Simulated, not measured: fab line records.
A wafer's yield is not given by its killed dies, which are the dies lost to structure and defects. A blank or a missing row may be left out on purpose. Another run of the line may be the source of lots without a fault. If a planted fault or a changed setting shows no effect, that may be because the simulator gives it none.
Matching of chambers / flow n5Finfet / N5_GATE_CUT_SAC_CAP_01 on aldSin-03 has 4 sister chambers
The step material SiNx, target thk 24 nm, pulse time 1 s, ald cycles 480. 4 wafers are shown with their chamber, then 12 later ones without.

== WAFERS PAIRED WITH THEIR CHAMBERS ==
wafer=L084.1; chamber=0; heaterPowerW (W)=887
wafer=L087.3; chamber=1; heaterPowerW (W)=963
wafer=L087.4; chamber=2; heaterPowerW (W)=697
wafer=L087.5; chamber=3; heaterPowerW (W)=868

== WAFERS WHOSE CHAMBER IS MISSING ==
wafer=L090.1; heaterPowerW (W)=906
wafer=L090.2; heaterPowerW (W)=717
wafer=L090.3; heaterPowerW (W)=837
wafer=L091.1; heaterPowerW (W)=714
wafer=L091.3; heaterPowerW (W)=904
wafer=L091.6; heaterPowerW (W)=727
wafer=L093.3; heaterPowerW (W)=862
wafer=L093.4; heaterPowerW (W)=961
wafer=L093.5; heaterPowerW (W)=841
wafer=L096.1; heaterPowerW (W)=928
wafer=L096.2; heaterPowerW (W)=718
wafer=L096.6; heaterPowerW (W)=941

== WHICH CHAMBER EACH WENT THROUGH ==
wafer=L090.1; from the rows above=can't be placed: 0 or 3 or 1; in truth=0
wafer=L090.2; from the rows above=2; in truth=2
wafer=L090.3; from the rows above=can't be placed: 3 or 0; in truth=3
wafer=L091.1; from the rows above=2; in truth=2
wafer=L091.3; from the rows above=can't be placed: 0 or 3 or 1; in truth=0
wafer=L091.6; from the rows above=2; in truth=2
wafer=L093.3; from the rows above=can't be placed: 3 or 0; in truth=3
wafer=L093.4; from the rows above=1; in truth=1
wafer=L093.5; from the rows above=can't be placed: 3 or 0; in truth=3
wafer=L096.1; from the rows above=can't be placed: 1 or 0 or 3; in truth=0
wafer=L096.2; from the rows above=2; in truth=2
wafer=L096.6; from the rows above=can't be placed: 1 or 0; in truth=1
Correctly placed: 5 of 12. Cannot be placed on the basis of these rows: 7; the candidates contain the true chamber in 7. Placed wrongly: 0.
How it was worked out, from the rows above alone: a wafer's distance from a chamber is the root of the sum, over the readings, of the square of ((its reading less the chamber's mean) divided by the reading's scatter). If the next closest chamber is less than 2 further off than the closest, the wafer can't be placed; otherwise it belongs to the closest. For every chamber, the mean is computed from those of its wafers that are shown. The scatter: root of mean squared gap, hidden wafer to nearest shown wafer, with one shown wafer a chamber.
